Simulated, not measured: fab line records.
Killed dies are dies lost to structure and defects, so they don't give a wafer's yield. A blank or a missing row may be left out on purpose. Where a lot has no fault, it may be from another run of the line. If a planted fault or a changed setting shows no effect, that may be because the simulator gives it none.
fab line records || flow n5Finfet
record {"lots": 12, "wafers": 36, "lastDay": 18}
route steps=1938 shown BEOL_M2@894 PAD_METAL@1893 PASSIVATION@1908
lots untouched by any fault: they come from a run of this same line in which no faults occurred
startH: start of the lot's first displayed wafer, in hours after the record's first day || waitH: how many hours have passed since the lot's step before this one || " unchanged from the row above || L1.1+2: one row covering several wafers at once || - either no value or no given start || * or withheld: withheld || < > ~ a bound
route shown NAME@n: a module of which the file shows steps, and the number in the route of the first || usual: mean/standard deviation of fault-free wafers || same: alike in all rows || chamber/n: place in a boat || sites: per-site readings || _std_site: standard deviation across them || _edge_site: the outer-site mean with the inner-site mean subtracted || radiusMm: how far each site lies from the wafer's centre || mask NAME#n: copy n || behind: the most recent tool/chamber to have shaped the wafer || hold: reason for holding the lot/hours on hold/outcome of the hold || device: the n, p or np transistor that did not switch || end of line: the tests these same wafers got at the end of their route || step lacking rows: just its recipe || killed: dies that structure and defects cost at the first sort, which is not the same as the wafer's yield || map: a wafer's dies, x killed, . not, _ none there
set.NAME: the setting that was run; set.NAME@STEP: the one run at that earlier step || model.NAME: the simulator's own value behind a step, which no gauge read
the route's steps for a sample of lots (tables are steps, rows are wafers)
services: the hour from which a tool's chamber was out of use, counted from the record's first day as startH (under 0 if before that day), plus the number of hours and why
## steps
# step N5_BEOL_M2_HM_STRIP_39
# recipe {"chemistry": "peroxideTinStrip", "material": "TiN", "targetDepthA": 250, "tempC": 50, "timeS": 158}
{"lot.wafer": "L508.3+4+5", "tool": "wetBench-01", "chamber": "6,2,1", "startH": 140.55, "waitH": 0.0}
{"lot.wafer": "L510.1+3+4", "tool": "wetBench-06", "chamber": "0,2,1", "startH": 154.74, "waitH": 0.0}
{"lot.wafer": "L511.1+3+6", "tool": "wetBench-06", "chamber": "4,3,6", "startH": 157.86, "waitH": 0.0}
{"lot.wafer": "L514.1+3+5", "tool": "wetBench-03", "chamber": "1,2,6", "startH": 174.10, "waitH": 0.0}
{"lot.wafer": "L515.1+2+5", "tool": "wetBench-01", "chamber": "2,7,1", "startH": 184.19, "waitH": 0.0}
{"lot.wafer": "L516.1+5+6", "tool": "wetBench-03", "chamber": "7,6,1", "startH": 194.69, "waitH": 0.0}
{"lot.wafer": "L517.4+5+6", "tool": "wetBench-06", "chamber": "1,0,4", "startH": 201.88, "waitH": 0.0}
{"lot.wafer": "L518.2+4+5", "tool": "wetBench-03", "chamber": "5,1,7", "startH": 209.94, "waitH": 0.0}
{"lot.wafer": "L519.2+4+6", "tool": "wetBench-01", "chamber": "1,7,6", "startH": 212.98, "waitH": 0.1}
{"lot.wafer": "L521.1+2+6", "tool": "wetBench-06", "chamber": "6,2,7", "startH": 220.24, "waitH": 0.0}
{"lot.wafer": "L527.1+4+6", "tool": "wetBench-06", "chamber": "5,2,4", "startH": 264.60, "waitH": 0.0}
{"lot.wafer": "L531.2+3+4", "tool": "wetBench-06", "chamber": "7,1,2", "startH": 280.38, "waitH": 0.0}
# step N5_PASSIVATION_DEGAS_18
# recipe {"ambient": "vacuum", "tempC": 300, "timeS": 60}
# usual {"heaterPowerW": "439/40"}
{"lot.wafer": "L508.3", "tool": "pvdSputter-03", "chamber": "-", "startH": 269.50, "waitH": 0.3, "heaterPowerW": 452}
{"lot.wafer": "L508.4", "tool": "pvdSputter-03", "chamber": "-", "startH": 269.50, "waitH": 0.3, "heaterPowerW": 414}
{"lot.wafer": "L508.5", "tool": "pvdSputter-03", "chamber": "-", "startH": 269.50, "waitH": 0.3, "heaterPowerW": 401}
{"lot.wafer": "L510.1", "tool": "pvdSputter-01", "chamber": "-", "startH": 288.57, "waitH": 1.1, "heaterPowerW": 441}
{"lot.wafer": "L510.3", "tool": "pvdSputter-01", "chamber": "-", "startH": 288.57, "waitH": 1.1, "heaterPowerW": 375}
{"lot.wafer": "L510.4", "tool": "pvdSputter-01", "chamber": "-", "startH": 288.57, "waitH": 1.1, "heaterPowerW": 456}
{"lot.wafer": "L511.1", "tool": "pvdSputter-03", "chamber": "-", "startH": 296.49, "waitH": 0.6, "heaterPowerW": 434}
{"lot.wafer": "L511.3", "tool": "pvdSputter-03", "chamber": "-", "startH": 296.49, "waitH": 0.6, "heaterPowerW": 410}
{"lot.wafer": "L511.6", "tool": "pvdSputter-03", "chamber": "-", "startH": 296.49, "waitH": 0.6, "heaterPowerW": 404}
{"lot.wafer": "L514.1", "tool": "pvdSputter-03", "chamber": "-", "startH": 303.69, "waitH": 0.2, "heaterPowerW": 444}
{"lot.wafer": "L514.3", "tool": "pvdSputter-03", "chamber": "-", "startH": 303.69, "waitH": 0.2, "heaterPowerW": 404}
{"lot.wafer": "L514.5", "tool": "pvdSputter-03", "chamber": "-", "startH": 303.69, "waitH": 0.2, "heaterPowerW": 445}
{"lot.wafer": "L515.1", "tool": "pvdSputter-02", "chamber": "-", "startH": 312.15, "waitH": 0.6, "heaterPowerW": 443}
{"lot.wafer": "L515.2", "tool": "pvdSputter-02", "chamber": "-", "startH": 312.15, "waitH": 0.6, "heaterPowerW": 529}
{"lot.wafer": "L515.5", "tool": "pvdSputter-02", "chamber": "-", "startH": 312.15, "waitH": 0.6, "heaterPowerW": 394}
{"lot.wafer": "L516.1", "tool": "pvdSputter-03", "chamber": "-", "startH": 319.70, "waitH": 0.7, "heaterPowerW": 432}
{"lot.wafer": "L516.5", "tool": "pvdSputter-03", "chamber": "-", "startH": 319.70, "waitH": 0.7, "heaterPowerW": 412}
{"lot.wafer": "L516.6", "tool": "pvdSputter-03", "chamber": "-", "startH": 319.70, "waitH": 0.7, "heaterPowerW": 465}
{"lot.wafer": "L517.4", "tool": "pvdSputter-02", "chamber": "-", "startH": 329.82, "waitH": 0.7, "heaterPowerW": 458}
{"lot.wafer": "L517.5", "tool": "pvdSputter-02", "chamber": "-", "startH": 329.82, "waitH": 0.7, "heaterPowerW": 524}
{"lot.wafer": "L517.6", "tool": "pvdSputter-02", "chamber": "-", "startH": 329.82, "waitH": 0.7, "heaterPowerW": 404}
{"lot.wafer": "L518.2", "tool": "pvdSputter-02", "chamber": "-", "startH": 337.29, "waitH": 0.5, "heaterPowerW": 479}
{"lot.wafer": "L518.4", "tool": "pvdSputter-02", "chamber": "-", "startH": 337.29, "waitH": 0.5, "heaterPowerW": 470}
{"lot.wafer": "L518.5", "tool": "pvdSputter-02", "chamber": "-", "startH": 337.29, "waitH": 0.5, "heaterPowerW": 397}
{"lot.wafer": "L519.2", "tool": "pvdSputter-03", "chamber": "-", "startH": 351.07, "waitH": 0.5, "heaterPowerW": 410}
{"lot.wafer": "L519.4", "tool": "pvdSputter-03", "chamber": "-", "startH": 351.07, "waitH": 0.5, "heaterPowerW": 411}
{"lot.wafer": "L519.6", "tool": "pvdSputter-03", "chamber": "-", "startH": 351.07, "waitH": 0.5, "heaterPowerW": 435}
{"lot.wafer": "L521.1", "tool": "pvdSputter-01", "chamber": "-", "startH": 357.91, "waitH": 0.3, "heaterPowerW": 386}
{"lot.wafer": "L521.2", "tool": "pvdSputter-01", "chamber": "-", "startH": 357.91, "waitH": 0.3, "heaterPowerW": 463}
{"lot.wafer": "L521.6", "tool": "pvdSputter-01", "chamber": "-", "startH": 357.91, "waitH": 0.3, "heaterPowerW": 374}
{"lot.wafer": "L527.1", "tool": "pvdSputter-01", "chamber": "-", "startH": 385.28, "waitH": 0.3, "heaterPowerW": 465}
{"lot.wafer": "L527.4", "tool": "pvdSputter-01", "chamber": "-", "startH": 385.28, "waitH": 0.3, "heaterPowerW": 492}
{"lot.wafer": "L527.6", "tool": "pvdSputter-01", "chamber": "-", "startH": 385.28, "waitH": 0.3, "heaterPowerW": 443}
{"lot.wafer": "L531.2", "tool": "pvdSputter-03", "chamber": "-", "startH": 416.13, "waitH": 0.3, "heaterPowerW": 401}
{"lot.wafer": "L531.3", "tool": "pvdSputter-03", "chamber": "-", "startH": 416.13, "waitH": 0.3, "heaterPowerW": 448}
{"lot.wafer": "L531.4", "tool": "pvdSputter-03", "chamber": "-", "startH": 416.13, "waitH": 0.3, "heaterPowerW": 469}
# step N5_PASSIVATION_DESCUM_32
# recipe {"chemistry": "O2", "timeS": 7.9, "sourcePowerW": 50, "biasPowerW": 20, "pressureMtorr": 20, "rfFrequencyHz": 2.712e+07, "tempC": 40, "o2FlowSccm": 225}
# usual {"drypumpMotorCurrentA": "5.8/0.46", "oesProductAu": "0.81/0.087", "rfVppV": "243.6/1.5", "showerheadPlenumPTorr": "2.12/0.071", "throttleValvePct": "20.40/0.22"}
{"lot.wafer": "L508.3", "tool": "rieDiel-02", "chamber": 3, "startH": 270.24, "waitH": 0.0, "drypumpMotorCurrentA": 5.7, "oesProductAu": 0.94, "rfHoursCounterH": 11, "rfVppV": 243.0, "showerheadPlenumPTorr": 2.05, "throttleValvePct": 20.12}
{"lot.wafer": "L508.4", "tool": "rieDiel-02", "chamber": 0, "startH": 270.24, "waitH": 0.0, "drypumpMotorCurrentA": 6.4, "oesProductAu": 0.71, "rfHoursCounterH": 206, "rfVppV": 243.3, "showerheadPlenumPTorr": 2.08, "throttleValvePct": 20.28}
{"lot.wafer": "L508.5", "tool": "rieDiel-02", "chamber": 0, "startH": 270.24, "waitH": 0.0, "drypumpMotorCurrentA": 6.3, "oesProductAu": 0.71, "rfHoursCounterH": "-", "rfVppV": 241.4, "showerheadPlenumPTorr": 2.08, "throttleValvePct": 20.27}
{"lot.wafer": "L510.1", "tool": "rieDiel-02", "chamber": 2, "startH": 289.30, "waitH": 0.0, "drypumpMotorCurrentA": 5.9, "oesProductAu": 0.70, "rfHoursCounterH": 233, "rfVppV": 245.2, "showerheadPlenumPTorr": 2.16, "throttleValvePct": 20.47}
{"lot.wafer": "L510.3", "tool": "rieDiel-02", "chamber": 3, "startH": 289.30, "waitH": 0.0, "drypumpMotorCurrentA": 5.8, "oesProductAu": 0.91, "rfHoursCounterH": 18, "rfVppV": 242.6, "showerheadPlenumPTorr": 2.05, "throttleValvePct": 20.13}
{"lot.wafer": "L510.4", "tool": "rieDiel-02", "chamber": 0, "startH": 289.30, "waitH": 0.0, "drypumpMotorCurrentA": 6.4, "oesProductAu": 0.71, "rfHoursCounterH": 214, "rfVppV": 242.7, "showerheadPlenumPTorr": 2.07, "throttleValvePct": 20.28}
{"lot.wafer": "L511.1", "tool": "rieDiel-02", "chamber": 1, "startH": 297.23, "waitH": 0.0, "drypumpMotorCurrentA": 6.5, "oesProductAu": 0.78, "rfHoursCounterH": 121, "rfVppV": 243.6, "showerheadPlenumPTorr": 2.20, "throttleValvePct": 20.24}
{"lot.wafer": "L511.3", "tool": "rieDiel-02", "chamber": 2, "startH": 297.23, "waitH": 0.0, "drypumpMotorCurrentA": 5.9, "oesProductAu": 0.70, "rfHoursCounterH": 235, "rfVppV": 244.8, "showerheadPlenumPTorr": 2.16, "throttleValvePct": 20.48}
{"lot.wafer": "L511.6", "tool": "rieDiel-02", "chamber": 2, "startH": 297.23, "waitH": 0.0, "drypumpMotorCurrentA": 5.9, "oesProductAu": 0.69, "rfHoursCounterH": "-", "rfVppV": 244.6, "showerheadPlenumPTorr": 2.16, "throttleValvePct": 20.49}
{"lot.wafer": "L514.1", "tool": "rieDiel-02", "chamber": 2, "startH": 304.56, "waitH": 0.2, "drypumpMotorCurrentA": 5.9, "oesProductAu": 0.69, "rfHoursCounterH": 237, "rfVppV": 243.2, "showerheadPlenumPTorr": 2.16, "throttleValvePct": 20.47}
{"lot.wafer": "L514.3", "tool": "rieDiel-02", "chamber": 3, "startH": 304.56, "waitH": 0.2, "drypumpMotorCurrentA": 5.8, "oesProductAu": 0.91, "rfHoursCounterH": 23, "rfVppV": 243.8, "showerheadPlenumPTorr": 2.05, "throttleValvePct": 20.14}
{"lot.wafer": "L514.5", "tool": "rieDiel-02", "chamber": 0, "startH": 304.56, "waitH": 0.2, "drypumpMotorCurrentA": 6.4, "oesProductAu": 0.70, "rfHoursCounterH": "-", "rfVppV": 241.7, "showerheadPlenumPTorr": 2.07, "throttleValvePct": 20.29}
{"lot.wafer": "L515.1", "tool": "rieDiel-06", "chamber": 0, "startH": 312.94, "waitH": 0.1, "drypumpMotorCurrentA": 5.8, "oesProductAu": 0.91, "rfHoursCounterH": 17, "rfVppV": 242.5, "showerheadPlenumPTorr": 2.06, "throttleValvePct": 20.56}
{"lot.wafer": "L515.2", "tool": "rieDiel-06", "chamber": 1, "startH": 312.94, "waitH": 0.1, "drypumpMotorCurrentA": 5.9, "oesProductAu": 0.87, "rfHoursCounterH": 53, "rfVppV": 245.9, "showerheadPlenumPTorr": 2.20, "throttleValvePct": 20.63}
{"lot.wafer": "L515.5", "tool": "rieDiel-06", "chamber": 2, "startH": 312.94, "waitH": 0.1, "drypumpMotorCurrentA": 5.1, "oesProductAu": 0.68, "rfHoursCounterH": "-", "rfVppV": 240.9, "showerheadPlenumPTorr": 1.99, "throttleValvePct": 20.91}
{"lot.wafer": "L516.1", "tool": "rieDiel-05", "chamber": 1, "startH": 320.56, "waitH": 0.0, "drypumpMotorCurrentA": 5.2, "oesProductAu": 0.78, "rfHoursCounterH": 126, "rfVppV": 243.7, "showerheadPlenumPTorr": 2.10, "throttleValvePct": 20.76}
{"lot.wafer": "L516.5", "tool": "rieDiel-05", "chamber": 2, "startH": 320.56, "waitH": 0.0, "drypumpMotorCurrentA": 5.5, "oesProductAu": 0.82, "rfHoursCounterH": "-", "rfVppV": 244.2, "showerheadPlenumPTorr": 2.22, "throttleValvePct": 20.33}
{"lot.wafer": "L516.6", "tool": "rieDiel-05", "chamber": 3, "startH": 320.56, "waitH": 0.0, "drypumpMotorCurrentA": 4.8, "oesProductAu": 0.66, "rfHoursCounterH": "-", "rfVppV": 243.5, "showerheadPlenumPTorr": 2.14, "throttleValvePct": 20.47}
{"lot.wafer": "L517.4", "tool": "rieDiel-02", "chamber": 0, "startH": 330.73, "waitH": 0.2, "drypumpMotorCurrentA": 6.4, "oesProductAu": 0.69, "rfHoursCounterH": 228, "rfVppV": 242.8, "showerheadPlenumPTorr": 2.07, "throttleValvePct": 20.29}
{"lot.wafer": "L517.5", "tool": "rieDiel-02", "chamber": 3, "startH": 330.73, "waitH": 0.2, "drypumpMotorCurrentA": 5.8, "oesProductAu": 0.89, "rfHoursCounterH": "-", "rfVppV": 240.8, "showerheadPlenumPTorr": 2.04, "throttleValvePct": 20.16}
{"lot.wafer": "L517.6", "tool": "rieDiel-02", "chamber": 2, "startH": 330.73, "waitH": 0.2, "drypumpMotorCurrentA": 5.9, "oesProductAu": 0.68, "rfHoursCounterH": "-", "rfVppV": 243.7, "showerheadPlenumPTorr": 2.15, "throttleValvePct": 20.48}
{"lot.wafer": "L518.2", "tool": "rieDiel-02", "chamber": 0, "startH": 338.21, "waitH": 0.1, "drypumpMotorCurrentA": 6.4, "oesProductAu": 0.70, "rfHoursCounterH": 231, "rfVppV": 240.8, "showerheadPlenumPTorr": 2.07, "throttleValvePct": 20.31}
{"lot.wafer": "L518.4", "tool": "rieDiel-02", "chamber": 1, "startH": 338.21, "waitH": 0.1, "drypumpMotorCurrentA": 6.6, "oesProductAu": 0.76, "rfHoursCounterH": 135, "rfVppV": 242.7, "showerheadPlenumPTorr": 2.19, "throttleValvePct": 20.25}
{"lot.wafer": "L518.5", "tool": "rieDiel-02", "chamber": 2, "startH": 338.21, "waitH": 0.1, "drypumpMotorCurrentA": 5.9, "oesProductAu": 0.68, "rfHoursCounterH": "-", "rfVppV": 243.9, "showerheadPlenumPTorr": 2.15, "throttleValvePct": 20.52}
{"lot.wafer": "L519.2", "tool": "rieDiel-06", "chamber": 0, "startH": 352.09, "waitH": 0.2, "drypumpMotorCurrentA": 5.8, "oesProductAu": 0.88, "rfHoursCounterH": 33, "rfVppV": 242.7, "showerheadPlenumPTorr": 2.05, "throttleValvePct": 20.58}
{"lot.wafer": "L519.4", "tool": "rieDiel-06", "chamber": 0, "startH": 352.09, "waitH": 0.2, "drypumpMotorCurrentA": 5.8, "oesProductAu": 0.87, "rfHoursCounterH": "-", "rfVppV": 242.3, "showerheadPlenumPTorr": 2.05, "throttleValvePct": 20.56}
{"lot.wafer": "L519.6", "tool": "rieDiel-06", "chamber": 3, "startH": 352.09, "waitH": 0.2, "drypumpMotorCurrentA": 5.7, "oesProductAu": 0.80, "rfHoursCounterH": "-", "rfVppV": 244.7, "showerheadPlenumPTorr": 2.19, "throttleValvePct": 20.30}
{"lot.wafer": "L521.1", "tool": "rieDiel-06", "chamber": 3, "startH": 358.65, "waitH": 0.0, "drypumpMotorCurrentA": 5.7, "oesProductAu": 0.80, "rfHoursCounterH": 101, "rfVppV": 244.6, "showerheadPlenumPTorr": 2.19, "throttleValvePct": 20.31}
{"lot.wafer": "L521.2", "tool": "rieDiel-06", "chamber": 1, "startH": 358.65, "waitH": 0.0, "drypumpMotorCurrentA": 5.9, "oesProductAu": 0.84, "rfHoursCounterH": 72, "rfVppV": 244.8, "showerheadPlenumPTorr": 2.20, "throttleValvePct": 20.65}
{"lot.wafer": "L521.6", "tool": "rieDiel-06", "chamber": 1, "startH": 358.65, "waitH": 0.0, "drypumpMotorCurrentA": 5.9, "oesProductAu": 0.84, "rfHoursCounterH": "-", "rfVppV": 244.2, "showerheadPlenumPTorr": 2.20, "throttleValvePct": 20.64}
{"lot.wafer": "L527.1", "tool": "rieDiel-02", "chamber": 1, "startH": 386.02, "waitH": 0.0, "drypumpMotorCurrentA": 6.6, "oesProductAu": 0.74, "rfHoursCounterH": 155, "rfVppV": 244.6, "showerheadPlenumPTorr": 2.19, "throttleValvePct": 20.30}
{"lot.wafer": "L527.4", "tool": "rieDiel-02", "chamber": 2, "startH": 386.02, "waitH": 0.0, "drypumpMotorCurrentA": 5.9, "oesProductAu": 0.97, "rfHoursCounterH": "-", "rfVppV": 244.0, "showerheadPlenumPTorr": 2.15, "throttleValvePct": 20.13}
{"lot.wafer": "L527.6", "tool": "rieDiel-02", "chamber": 1, "startH": 386.02, "waitH": 0.0, "drypumpMotorCurrentA": 6.6, "oesProductAu": 0.75, "rfHoursCounterH": "-", "rfVppV": 244.4, "showerheadPlenumPTorr": 2.19, "throttleValvePct": 20.30}
{"lot.wafer": "L531.2", "tool": "rieDiel-06", "chamber": 1, "startH": 416.87, "waitH": 0.0, "drypumpMotorCurrentA": 5.9, "oesProductAu": 0.82, "rfHoursCounterH": 96, "rfVppV": 244.7, "showerheadPlenumPTorr": 2.19, "throttleValvePct": 20.69}
{"lot.wafer": "L531.3", "tool": "rieDiel-06", "chamber": 2, "startH": 416.87, "waitH": 0.0, "drypumpMotorCurrentA": 5.1, "oesProductAu": 0.94, "rfHoursCounterH": 13, "rfVppV": 245.0, "showerheadPlenumPTorr": 2.24, "throttleValvePct": 20.55}
{"lot.wafer": "L531.4", "tool": "rieDiel-06", "chamber": 0, "startH": 416.87, "waitH": 0.0, "drypumpMotorCurrentA": 5.8, "oesProductAu": 0.83, "rfHoursCounterH": 60, "rfVppV": 242.8, "showerheadPlenumPTorr": 2.05, "throttleValvePct": 20.60}
# step N5_PASSIVATION_PROBE_49
# usual {"defectLimitedYield": "91.7/1.5", "killed_at_M0_to_M3": "30/8.6", "killed_at_M4_up": "12/4.5", "killedAtContacts": "13/5.8", "killedAtFrontEnd": "38/11", "killedAtOther": "4/3", "killedDies": "97/17", "killedOnRim": "13/3.6", "killedOpen": "63/12", "killedShort": "32/8.8", "sort_bin_5_function": "4.8/0.91", "sort_bin_6_memory": "3.1/0.68", "sortNPass": "1083/17", "sortYieldPct": "91.7/1.5"}
# same {"grossDies": 1180, "killedAtBackSide": 0, "sort_bin_4_leakage[%]": 0, "sort_bin_8_speed[%]": 0}
{"lot.wafer": "L527.1", "tool": "prober-02", "chamber": "-", "startH": 391.01, "waitH": 0.0, "defectLimitedYield[%]": 80.8, "killed_at_M0_to_M3": 164, "killed_at_M4_up": 5, "killedAtContacts": 6, "killedAtFrontEnd": 49, "killedAtOther": 3, "killedDies": 227, "killedOnRim": 23, "killedOpen": 72, "killedShort": 39, "sort_bin_5_function[%]": 11.9, "sort_bin_6_memory[%]": 5.0, "sortNPass": 953, "sortYieldPct[%]": 80.8}
{"lot.wafer": "L527.4", "tool": "prober-02", "chamber": "-", "startH": 391.16, "waitH": 0.2, "defectLimitedYield[%]": 86.8, "killed_at_M0_to_M3": 95, "killed_at_M4_up": 9, "killedAtContacts": 7, "killedAtFrontEnd": 41, "killedAtOther": 4, "killedDies": 156, "killedOnRim": 29, "killedOpen": 56, "killedShort": 36, "sort_bin_5_function[%]": 8.1, "sort_bin_6_memory[%]": 3.5, "sortNPass": 1024, "sortYieldPct[%]": 86.8}
{"lot.wafer": "L527.6", "tool": "prober-02", "chamber": "-", "startH": 391.26, "waitH": 0.3, "defectLimitedYield[%]": 85.3, "killed_at_M0_to_M3": 121, "killed_at_M4_up": 7, "killedAtContacts": 8, "killedAtFrontEnd": 35, "killedAtOther": 3, "killedDies": 174, "killedOnRim": 25, "killedOpen": 46, "killedShort": 36, "sort_bin_5_function[%]": 9.2, "sort_bin_6_memory[%]": 3.6, "sortNPass": 1006, "sortYieldPct[%]": 85.3}
{"lot.wafer": "L531.2", "tool": "prober-02", "chamber": "-", "startH": 421.86, "waitH": 0.1, "defectLimitedYield[%]": 88.3, "killed_at_M0_to_M3": 88, "killed_at_M4_up": 8, "killedAtContacts": 11, "killedAtFrontEnd": 30, "killedAtOther": 1, "killedDies": 138, "killedOnRim": 27, "killedOpen": 48, "killedShort": 28, "sort_bin_5_function[%]": 7.7, "sort_bin_6_memory[%]": 2.7, "sortNPass": 1042, "sortYieldPct[%]": 88.3}
{"lot.wafer": "L531.3", "tool": "prober-02", "chamber": "-", "startH": 421.91, "waitH": 0.1, "defectLimitedYield[%]": 82.8, "killed_at_M0_to_M3": 136, "killed_at_M4_up": 13, "killedAtContacts": 20, "killedAtFrontEnd": 34, "killedAtOther": 0, "killedDies": 203, "killedOnRim": 17, "killedOpen": 68, "killedShort": 20, "sort_bin_5_function[%]": 11.6, "sort_bin_6_memory[%]": 4.1, "sortNPass": 977, "sortYieldPct[%]": 82.8}
{"lot.wafer": "L531.4", "tool": "prober-02", "chamber": "-", "startH": 421.96, "waitH": 0.2, "defectLimitedYield[%]": 86.7, "killed_at_M0_to_M3": 95, "killed_at_M4_up": 12, "killedAtContacts": 15, "killedAtFrontEnd": 35, "killedAtOther": 0, "killedDies": 157, "killedOnRim": 33, "killedOpen": 62, "killedShort": 26, "sort_bin_5_function[%]": 8.1, "sort_bin_6_memory[%]": 4.3, "sortNPass": 1023, "sortYieldPct[%]": 86.7}
# killed by level:class
L527.1 BEOL_M2:unspecified=113 STI_FIN_REVEAL:geometricParticle:open=15 BEOL_M0_SAQP:geometricParticle:open=14 BEOL_M1:geometricParticle:open=8 FIN_SAQP:geometricParticle:short=7 BEOL_M3:geometricParticle:short=7 BEOL_M0_SAQP:geometricParticle:short=7 BEOL_M3:geometricParticle:open=7
L527.4 BEOL_M2:unspecified=62 STI_FIN_REVEAL:geometricParticle:open=17 BEOL_M0_SAQP:geometricParticle:short=12 GATE_CUT:geometricParticle:short=8 BEOL_M0_SAQP:geometricParticle:open=6 MOL_CONTACT_COAG:geometricParticle:open=6 STI_FIN_REVEAL:geometricParticle:short=5 BEOL_M2:geometricParticle:open=5
L527.6 BEOL_M2:unspecified=89 FIN_SAQP:geometricParticle:short=12 BEOL_M3:geometricParticle:open=9 GATE_CUT:geometricParticle:short=7 BEOL_M2:geometricParticle:open=7 FIN_SAQP:geometricParticle:open=6 MOL_CONTACT_COAG:geometricParticle:open=6 BEOL_M0_SAQP:geometricParticle:open=6
L531.2 BEOL_M2:unspecified=58 BEOL_M0_SAQP:geometricParticle:short=11 BEOL_M2:geometricParticle:open=8 MOL_CONTACT_COAG:geometricParticle:open=7 BEOL_M0_SAQP:geometricParticle:open=5 MOL_CONTACT_COAG:geometricParticle:short=4 STI_FIN_REVEAL:geometricParticle:open=4 GATE_CUT:geometricParticle:open=4
L531.3 BEOL_M2:unspecified=114 MOL_CONTACT_COAG:geometricParticle:open=17 DUMMY_GATE:geometricParticle:open=11 STI_FIN_REVEAL:geometricParticle:open=11 BEOL_M0_SAQP:geometricParticle:short=7 BEOL_M1:geometricParticle:open=6 BEOL_M0_SAQP:geometricParticle:open=5 FIN_SAQP:geometricParticle:short=3
L531.4 BEOL_M2:unspecified=64 MOL_CONTACT_COAG:geometricParticle:open=13 BEOL_M0_SAQP:geometricParticle:short=7 FIN_SAQP:geometricParticle:short=6 FIN_SAQP:geometricParticle:open=6 STI_FIN_REVEAL:geometricParticle:open=6 BEOL_M1:geometricParticle:open=6 BEOL_M3:geometricParticle:open=5
## services
{"tool": "rieDiel-06", "chamber": 1, "startH": 170.03, "hours": "-", "kind": "clean"}
{"tool": "rieDiel-06", "chamber": 1, "startH": 170.03, "hours": "-", "kind": "consumableReplace:focusRing"}
{"tool": "wetBench-06", "chamber": "-", "startH": 187.69, "hours": 1.9, "kind": "pm"}
{"tool": "rieDiel-06", "chamber": 0, "startH": 200.31, "hours": 15.8, "kind": "repair"}
{"tool": "rieDiel-02", "chamber": 3, "startH": 221.54, "hours": "-", "kind": "clean"}
{"tool": "rieDiel-02", "chamber": 3, "startH": 221.54, "hours": "-", "kind": "consumableReplace:focusRing"}
{"tool": "rieDiel-05", "chamber": 0, "startH": 304.59, "hours": 5.7, "kind": "repair"}
{"tool": "rieDiel-06", "chamber": 3, "startH": 310.47, "hours": 18.0, "kind": "repair"}
{"tool": "wetBench-01", "chamber": "-", "startH": 320.97, "hours": 1.9, "kind": "repair"}
{"tool": "rieDiel-02", "chamber": 2, "startH": 339.53, "hours": "-", "kind": "clean"}
{"tool": "rieDiel-02", "chamber": 2, "startH": 339.53, "hours": "-", "kind": "consumableReplace:focusRing"}
{"tool": "rieDiel-02", "chamber": 2, "startH": 339.53, "hours": 21.4, "kind": "scheduledDown"}
{"tool": "rieDiel-02", "chamber": 2, "startH": 339.53, "hours": 21.4, "kind": "ventCycle"}
{"tool": "pvdSputter-01", "chamber": "-", "startH": 352.67, "hours": 1.6, "kind": "repair"}
{"tool": "wetBench-01", "chamber": "-", "startH": 373.61, "hours": 1.9, "kind": "pm"}
{"tool": "rieDiel-02", "chamber": 0, "startH": 380.96, "hours": "-", "kind": "clean"}
{"tool": "rieDiel-02", "chamber": 0, "startH": 380.96, "hours": "-", "kind": "consumableReplace:focusRing"}
{"tool": "rieDiel-02", "chamber": 0, "startH": 380.96, "hours": 23.5, "kind": "scheduledDown"}
{"tool": "rieDiel-02", "chamber": 0, "startH": 380.96, "hours": 23.5, "kind": "ventCycle"}
{"tool": "rieDiel-06", "chamber": 2, "startH": 382.78, "hours": 5.8, "kind": "repair"}
{"tool": "rieDiel-05", "chamber": 0, "startH": 383.06, "hours": 16.6, "kind": "repair"}
{"tool": "rieDiel-02", "chamber": 0, "startH": 404.97, "hours": 10.5, "kind": "repair"}
{"tool": "rieDiel-02", "chamber": 1, "startH": 415.44, "hours": 3.4, "kind": "repair"}
{"tool": "pvdSputter-02", "chamber": "-", "startH": 416.56, "hours": 2.1, "kind": "repair"}
## key
firstSign {"step": "N5_PASSIVATION_PROBE_49", "reading": "killed_at_M0_to_M3", "direction": "up", "sigmas": 10, "usual": 30, "struck": 116}
effect {"step": "N5_PASSIVATION_PROBE_49", "reading": "killedDies", "direction": "up", "sigmas": 4.5, "usual": 97, "struck": 176}
moreKillsBornAt {"N5_BEOL_M2_HM_STRIP_39@wetBench-06": 500}
metAt N5_BEOL_M2_HM_STRIP_39
struckLots L527,L531
notActingAt N5_PASSIVATION_DEGAS_18,N5_PASSIVATION_DESCUM_32
onsetBetween 220.24 264.60
alsoFits time
fault {"kind": "chamberParticleSource", "tool": "wetBench-06", "chamber": "-", "onsetH": 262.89, "steps": "N5_BEOL_M2_HM_STRIP_39", "ratePerVisitCm2": 0.67223, "endH": 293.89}
